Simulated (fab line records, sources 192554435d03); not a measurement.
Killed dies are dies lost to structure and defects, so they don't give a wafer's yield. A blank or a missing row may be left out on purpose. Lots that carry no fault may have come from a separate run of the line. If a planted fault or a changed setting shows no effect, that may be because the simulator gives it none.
Chamber matching ; flow n5-finfet ; N5_BEOL_M14_ETCH_59 on rie-diel-01: 4 sister chambers
The step etches BARC in N2/H2, target depth 89 nm, overetch 26.7 nm, time 67.9 s. 27 wafers are shown with their chamber, then 12 later ones without.

WAFERS WITH THEIR CHAMBER
wafer;chamber;showerhead-plenum-p-Torr (Torr);drypump-motor-current-A (A);rf-vpp-V (V)
L077.2;0;2.62;5.5;526.4
L077.5;3;2.49;5.5;522.2
L077.6;0;2.62;5.5;524.7
L078.1;2;2.51;5.8;520.1
L078.2;0;2.62;5.5;526.0
L078.3;3;2.49;5.5;524.2
L078.4;0;2.62;5.5;526.2
L078.5;3;2.49;5.5;522.9
L078.6;2;2.51;5.8;520.8
L079.2;3;2.49;5.5;522.4
L079.3;2;2.51;5.8;523.7
L079.4;3;2.49;5.5;522.6
L080.2;0;2.62;5.5;526.8
L080.5;3;2.49;5.5;523.6
L080.6;1;2.72;5.4;528.6
L087.1;2;2.50;5.8;522.2
L087.3;1;2.71;5.3;527.4
L087.6;1;2.71;5.3;528.2
L089.2;1;2.70;5.4;529.3
L089.5;2;2.50;5.8;522.2
L089.6;1;2.70;5.4;528.2
L092.1;2;2.50;5.8;521.1
L092.4;3;2.48;5.5;523.2
L092.6;2;2.50;5.8;522.6
L090.1;1;2.70;5.4;528.7
L090.3;2;2.50;5.8;521.0
L090.4;0;2.61;5.5;525.4

SIGNATURES (averages over the wafers above)
reading;chamber 0;chamber 1;chamber 2;chamber 3;scatter within a chamber
showerhead-plenum-p-Torr;2.6183;2.7067;2.5038;2.4886;0.00548
drypump-motor-current-A;5.500;5.367;5.800;5.500;0.0241
rf-vpp-V;525.917;528.400;521.712;523.014;0.87
Rule: for a wafer and a chamber, the distance is found by dividing, reading by reading, the gap between the wafer's reading and the chamber's mean by the reading's scatter, squaring, summing and taking the root. If the next closest chamber is less than 2 further off than the closest, the wafer can't be placed; otherwise it belongs to the closest. How the scatter is found: for the shown wafers, subtract from each reading the mean of its chamber, square and add these, divide the total by (wafers less chambers), then take the root.

WAFERS WITHOUT THEIR CHAMBER
wafer;showerhead-plenum-p-Torr (Torr);drypump-motor-current-A (A);rf-vpp-V (V)
L093.1;2.70;5.3;527.6
L093.2;2.50;5.8;522.6
L093.4;2.70;5.4;526.5
L094.1;2.70;5.4;527.8
L094.5;2.50;5.8;521.9
L094.6;2.48;5.5;523.1
L095.3;2.50;5.8;523.2
L095.5;2.70;5.4;527.6
L095.6;2.50;5.8;522.3
L097.2;2.49;5.8;522.0
L097.3;2.48;5.5;523.7
L097.5;2.70;5.4;527.0

WHICH CHAMBER EACH ONE RAN IN
wafer;from the rows above;in truth
L093.1;1;1
L093.2;2;2
L093.4;1;1
L094.1;1;1
L094.5;2;2
L094.6;3;3
L095.3;2;2
L095.5;1;1
L095.6;2;2
L097.2;2;2
L097.3;3;3
L097.5;1;1
Placed correctly: 12 of 12. Left unplaced by these rows: 0. Number placed wrongly: 0.
